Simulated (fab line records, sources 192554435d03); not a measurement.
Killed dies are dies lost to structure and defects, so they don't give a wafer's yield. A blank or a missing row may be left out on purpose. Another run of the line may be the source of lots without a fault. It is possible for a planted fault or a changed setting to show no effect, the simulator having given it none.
Chamber matching + flow n5Finfet + aldSin-04 running N5_FIN_SAQP_SPACER2_ALD_28: 4 sister chambers
The step deposits SiO2, target thk 8.1 nm, pulse time 1 s, purge time 2 s. 8 wafers are shown with their chamber, then 7 later ones without.

== EACH WAFER AND ITS CHAMBER ==
| wafer  | chamber | heaterPowerOuterW (W) | heaterPowerW (W) |
|--------|---------|-----------------------|------------------|
| L208.6 | 2       | 264                   | 456              |
| L209.1 | 1       | 276                   | 514              |
| L209.6 | 1       | 268                   | 497              |
| L220.3 | 0       | 244                   | 463              |
| L220.4 | 2       | 267                   | 473              |
| L220.5 | 3       | 299                   | 531              |
| L221.1 | 0       | 242                   | 472              |
| L221.3 | 3       | 307                   | 532              |

== WAFERS WITH NO CHAMBER GIVEN ==
| wafer  | heaterPowerOuterW (W) | heaterPowerW (W) |
|--------|-----------------------|------------------|
| L221.5 | 263                   | 459              |
| L223.1 | 305                   | 547              |
| L223.2 | 266                   | 470              |
| L223.4 | 270                   | 493              |
| L224.2 | 278                   | 499              |
| L224.5 | 244                   | 474              |
| L224.6 | 266                   | 511              |

== CHAMBER TAKEN BY EACH ==
| wafer  | from the rows above     | in truth |
|--------|-------------------------|----------|
| L221.5 | 2                       | 2        |
| L223.1 | 3                       | 3        |
| L223.2 | 2                       | 2        |
| L223.4 | can't be placed: 1 or 2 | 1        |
| L224.2 | 1                       | 1        |
| L224.5 | 0                       | 0        |
| L224.6 | 1                       | 1        |
Correctly placed: 6 of 7. These rows do not allow placing 1 (true chamber among the candidates in 1). 0 placed wrongly.
How it was worked out, from the rows above alone: a wafer's distance from a chamber is the root of the sum, over the readings, of the square of ((its reading less the chamber's mean) divided by the reading's scatter). The wafer belongs to the nearest chamber; if the next one is less than 2 further off, it can't be placed. The mean given for a chamber averages the wafers shown for that chamber. The scatter: take each reading less its chamber's mean, square it, sum over the shown wafers, divide by the number of wafers less the number of chambers, and take the root.
